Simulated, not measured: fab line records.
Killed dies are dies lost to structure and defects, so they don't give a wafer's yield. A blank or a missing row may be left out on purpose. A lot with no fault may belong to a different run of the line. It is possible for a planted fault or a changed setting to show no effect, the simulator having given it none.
Lot-split experiment	flow n5Finfet	route with 1938 steps; 7 lots, 21 wafers read

== THE SPLIT ==
At N5_WELL_APT_COAT_02 (resist thk 950 nm), the setting spinRpm was moved away from the recipe's 1357 rpm on 5 of the 21 wafers read, by -10.6% to +4.1%. The other wafers ran this setting at the recipe's value.

The reading is taken at the split's own step.

== THE READING ==
coat_of_WELL_APT_COAT_02.thkNm (the simulator's own value, which no gauge read), in nm, at N5_WELL_APT_COAT_02 (resist thk 950 nm). There is no usual value for it anywhere in the file. Average 950.0 nm, standard deviation 2.3 nm, over the 16 wafers here run with the recipe.

wafer	tool, chamber at the split	spinRpm as run, rpm	against the recipe	coat_of_WELL_APT_COAT_02.thkNm, nm	against lot-mates on the recipe
L077.2	lithoTrack-02, 0	1357	recipe	953.4	-
L077.5	lithoTrack-02, 0	1357	recipe	952.7	-
L077.6	lithoTrack-02, 0	1357	recipe	951.4	-
L080.2	lithoTrack-01, 0	1357	recipe	947.7	-
L080.3	lithoTrack-01, 0	1412	+4.1%	929	-20.5
L080.5	lithoTrack-01, 0	1357	recipe	951.4	-
L085.2	lithoTrack-03, 0	1357	recipe	945.9	-
L085.3	lithoTrack-03, 0	1357	recipe	949.7	-
L085.5	lithoTrack-03, 0	1357	recipe	950.2	-
L090.2	lithoTrack-01, 0	1357	recipe	951.8	-
L090.4	lithoTrack-01, 0	1357	recipe	954.1	-
L090.6	lithoTrack-01, 0	1213	-10.6%	1007	+54.0
L093.1	lithoTrack-03, 0	1239	-8.7%	998.8	+48.4
L093.5	lithoTrack-03, 0	1357	recipe	950.4	-
L093.6	lithoTrack-03, 0	1239	-8.7%	998	+47.6
L096.3	lithoTrack-02, 0	1357	recipe	949.3	-
L096.4	lithoTrack-02, 0	1238	-8.8%	993.2	+43.7
L096.6	lithoTrack-02, 0	1357	recipe	949.7	-
L097.3	lithoTrack-02, 0	1357	recipe	946.7	-
L097.5	lithoTrack-02, 0	1357	recipe	947.5	-
L097.6	lithoTrack-02, 0	1357	recipe	948.9	-

THE FIT
A straight line over all 21 wafers: coat_of_WELL_APT_COAT_02.thkNm changes by -5.34 nm for each +1% of spinRpm; r = -0.99; the points scatter about the line by 2.4 nm.
The same after taking each lot's own level away (the mean of its wafers on the recipe; 21 wafers): -5.24 nm for each +1%; r = -1.00; scatter 1.5 nm.
On that fit, the largest move of spinRpm shifts the reading by 56 nm.
Measured against the standard deviation above, the lots' own levels, which go from 947.70 to 952.95 nm, span 2.3 times it.
Hence the lot-to-lot level has little effect on the slope; both slopes agree.
Check: for one of the wafers moved furthest among these (-10.6%), held out of the fit, the line's prediction against its lot-mates is +56.5 nm. Against them it came out at +54 nm.

== FILE'S OWN FIT ==
coat_of_WELL_APT_COAT_02.thkNm changes by -5.17 nm for each +1% of spinRpm, r = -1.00.
